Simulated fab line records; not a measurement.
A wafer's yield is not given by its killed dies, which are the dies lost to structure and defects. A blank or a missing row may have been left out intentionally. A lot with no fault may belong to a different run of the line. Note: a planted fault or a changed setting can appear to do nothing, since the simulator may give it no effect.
Comparing a struck lot with a sound one -- flow n5 finfet -- 16 steps out of a route of 1938
Sound: these wafers, L552.1, L552.3, L552.6. Wafers L562.1, L562.2, L562.5 were the ones struck. The cause comes at the end.
Order at every step that has rows: each side's tool, ch and its chambers, its first start. Under that, the readings that differ: sound wafers -- struck wafers -- difference of the means -- sigmas: that difference in standard deviations of wafers without a fault.
alike: words and numbers the same on both sides, and readings whose means are apart by under 2 such deviations; not compared: readings that were withheld, readings missing a value for some wafer, numbers with overlapping values and no deviation given by the record, and bounds like >300 which may hide the same value.
Wherever a step has rows on one side only, a row that says differs or no value, or a row with sigmas, the two part there. When numbers do not overlap yet have no deviation, they are printed without sigmas and do not part them. A reading missing from all wafers of one side parts the sides only when that side holds two or more wafers.

N5_WELL_APT_DESCUM_30: chemistry O2, time 7.9 s.
  sound on rie diel-01 ch 0,2, day 3 08:48; struck on rie diel-03 ch 0,1, day 5 21:13
  alike: drypump motor current A, oes product au, rf vpp V, showerhead plenum p Torr, throttle valve pct
  not compared: rf hours counter h
then, 3 steps without rows for these wafers: N5_WELL_APT_IMPLANT_31; N5_WELL_APT_IMPLANT_32; N5_WELL_APT_STRIP_33 (strips in SPM, time 900 s).
N5_WELL_APT_RTA_34: time 10 s.
  sound on rtp anneal-02 ch 0, day 3 09:35; struck on rtp anneal-01 ch 0, day 5 22:05
  alike: lamp power pct, lamp_zone_1_pct, lamp_zone_2_pct, lamp_zone_5_pct, wafer_temp_C_max
then, 4 steps without rows for these wafers: N5_WELL_APT_OXIDE_STRIP_42 (strips SiO2 in dHF, time 45 s, target depth 12 nm); N5_WELL_APT_PRECLEAN_36 (cleans in O3/DIW, time 45 s); N5_WELL_APT_PRECLEAN_39 (cleans in dHF, time 60 s); N5_WELL_APT_SRD_37 (time 30 s).
N5_WELL_APT_EPI_41: deposits Si from SiH4/H2, target thk 50 nm, time 297.7 s.
  sound on epi rpcvd-01 ch 0, day 3 09:49; struck on epi rpcvd-03 ch 0, day 5 22:20
  alike: throttle valve pct
N5_WELL_APT_INSPECT_38: inspects for defects (darkfield).
  sound: defect inspect-01 at day 3 10:55; struck: defect inspect-02 at day 5 22:58
  alike: raw defect count
N5_PMOS_HMC_CHANNEL_EPI_HM_DEP_34: deposits SiO2 from TEOS/O2, target thk 36 nm, time 6.9 s.
  sound on pecvd-03 ch 1,2, day 3 10:58; struck on pecvd-02 ch 0,2, day 5 23:00
  alike: heater power w, showerhead plenum p Torr, throttle valve pct
N5_PMOS_HMC_CHANNEL_EPI_COAT_31: time 60 s, resist thk 66 nm.
  sound on litho track-01 ch 0, day 3 11:01; struck on litho track-05 ch 0, day 5 23:04
reading,sound,struck,difference,sigmas
heater power total W (W),390.1 391.9 391.5,416.0 417.0 411.5,+23.7,+20
plate temp C (C),205.15 205.10 205.02,214.44 214.38 214.52,+9.36,+58
  alike: spin speed rpm
then, 1 step without rows for these wafers: N5_PMOS_HMC_CHANNEL_EPI_COAT_03 (resist thk 205 nm).
-- the record jumps here: 6 days lie between the struck wafers' starts before and after (it left off in module PMOS_HMC_CHANNEL_EPI and takes up again in module BEOL_M4, whose first step shown is number 1111 of the route) --
N5_BEOL_M4_RC_MEAS_101:
  sound on prober-02 ch 0, day 9 06:01; struck on prober-02 ch 0, day 11 23:51
  alike: DIBL_N, DIBL_P, IOFF_N, IOFF_P, ION_N, ION_P, SS_N, SS_P, VT_N, VT_P
-- record jumps: 4 days separate the struck wafers' starts on either side; left off in module BEOL_M4, taken up again in module PASSIVATION, whose first shown step is the route's number 1936 --
N5_PASSIVATION_PROBE_49:
  sound: prober-02 at day 13 15:32; struck: prober-02 at day 16 05:20
  alike: defect limited yield, killed_at_M0_to_M3, killed_at_M4_up, killed at contacts, killed at front end, killed at other, killed dies, killed open, killed short, sort_bin_4_leakage, sort_bin_5_function, sort_bin_6_memory, sort_bin_8_speed, sort n pass, sort yield pct

WHERE THEY PART
At N5_PMOS_HMC_CHANNEL_EPI_COAT_31 and nowhere else, as far as this record goes. Later steps at which nothing parts them and some readings are alike: N5_BEOL_M4_RC_MEAS_101, N5_PASSIVATION_PROBE_49.

WHY: the cause the simulator had injected
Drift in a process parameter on litho track-05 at N5_PMOS_HMC_CHANNEL_EPI_COAT_31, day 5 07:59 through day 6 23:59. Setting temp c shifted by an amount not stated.
